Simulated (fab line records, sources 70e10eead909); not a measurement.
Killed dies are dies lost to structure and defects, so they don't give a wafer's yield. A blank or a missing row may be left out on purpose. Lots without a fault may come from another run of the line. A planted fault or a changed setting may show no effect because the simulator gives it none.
A struck lot beside a sound one | flow nand_harc | 13 steps out of a route of 1159
Sound: wafers L166.2, L166.4, L166.5. Struck: wafers L176.1, L176.2, L176.3. The cause comes at the end.
At each step with rows: each side's tool, then ch and its chambers, then its first start. Under that, the readings that differ: sound wafers | struck wafers | difference of the means | sigmas: that difference in standard deviations of wafers without a fault.
alike: readings whose means differ by less than 2 such deviations, and words and numbers that are the same on both sides. not compared: withheld readings, readings that some wafer has no value for, bounds like >300 that may hide the same value, and numbers for which the record gives no deviation and whose values overlap.
The two part at a step that has a row with sigmas, a row that says differs or no value, or rows on one side only. Numbers that don't overlap but have no deviation are shown without sigmas and don't part them. A reading that every wafer of one side lacks parts them only if that side has two wafers or more.

first, 5 steps without rows for these wafers: NHARC_A_STAIRCASE_EBR_180; NHARC_A_STAIRCASE_EXPOSE_181 (exposes mask STAIR 2); NHARC_A_STAIRCASE_PEB_182 (peb time 130 s); NHARC_A_STAIRCASE_DEVELOP_183 (time 140 s); NHARC_A_STAIRCASE_HARDBAKE_185 (time 140 s).
NHARC_A_STAIRCASE_DESCUM_186: chemistry O2, time 3 s.
  sound on rie_diel-02 ch 0,2,3, day 13 01:49; struck on rie_diel-02 ch 0,1,2, day 15 11:35
  alike: drypump_motor_current_A, oes_product_au, rf_vpp_V, showerhead_plenum_p_Torr, throttle_valve_pct
  not compared: rf_hours_counter_h
then, 2 steps without rows for these wafers: NHARC_A_STAIRCASE_TRIM_187 (chemistry O2, time 211.2 s); NHARC_A_STAIRCASE_ETCH_188 (etches the open film in C4F8/O2, target depth 100 nm, time 40.5 s).
NHARC_A_STAIRCASE_TRIM_189: chemistry O2, time 211.2 s.
  sound on rie_diel-02 ch 1,3; struck on rie_diel-02 ch 1,2,3
  alike: drypump_motor_current_A, oes_product_au, rf_vpp_V, showerhead_plenum_p_Torr, throttle_valve_pct
  not compared: rf_hours_counter_h
NHARC_A_STAIRCASE_ETCH_190: etches the open film in C4F8/O2, target depth 100 nm, time 40.5 s.
  sound on rie_diel-02 ch 0,1; struck on rie_diel-02 ch 0,2,3
  alike: bias_w, oes_product_au, rf_vpp_V, run_length_s
  not compared: rf_hours_counter_h
NHARC_A_STAIRCASE_TRIM_191: chemistry O2, time 211.2 s.
  sound on rie_diel-02 ch 2,3; struck on rie_diel-02 ch 1,2,3
  alike: drypump_motor_current_A, oes_product_au, rf_vpp_V, showerhead_plenum_p_Torr, throttle_valve_pct
  not compared: rf_hours_counter_h
NHARC_A_STAIRCASE_ETCH_192: etches the open film in C4F8/O2, target depth 100 nm, time 40.5 s.
  sound on rie_diel-02 ch 1,2,3, day 13 02:47; struck on rie_diel-02 ch 0,1,2, day 15 12:29
  reading          | sound             | struck            | difference | sigmas
  run_length_s (s) | 61.63 61.65 61.70 | 74.34 74.66 74.52 | +12.85     | +43
  alike: bias_w, oes_product_au, rf_vpp_V
  not compared: rf_hours_counter_h
NHARC_A_STAIRCASE_TRIM_193: chemistry O2, time 211.2 s.
  sound on rie_diel-02 ch 0,1,2; struck on rie_diel-02 ch 0,2,3
  alike: drypump_motor_current_A, oes_product_au, rf_vpp_V, showerhead_plenum_p_Torr, throttle_valve_pct
  not compared: rf_hours_counter_h

WHERE THEY PART
Only at NHARC_A_STAIRCASE_ETCH_192, within this record. Later steps at which nothing parts them and some readings are alike: NHARC_A_STAIRCASE_TRIM_193.

WHY: what the simulator had put in
Process parameter drift: rie_diel-02, from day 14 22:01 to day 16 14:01, at NHARC_A_STAIRCASE_ETCH_192. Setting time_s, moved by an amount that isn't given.
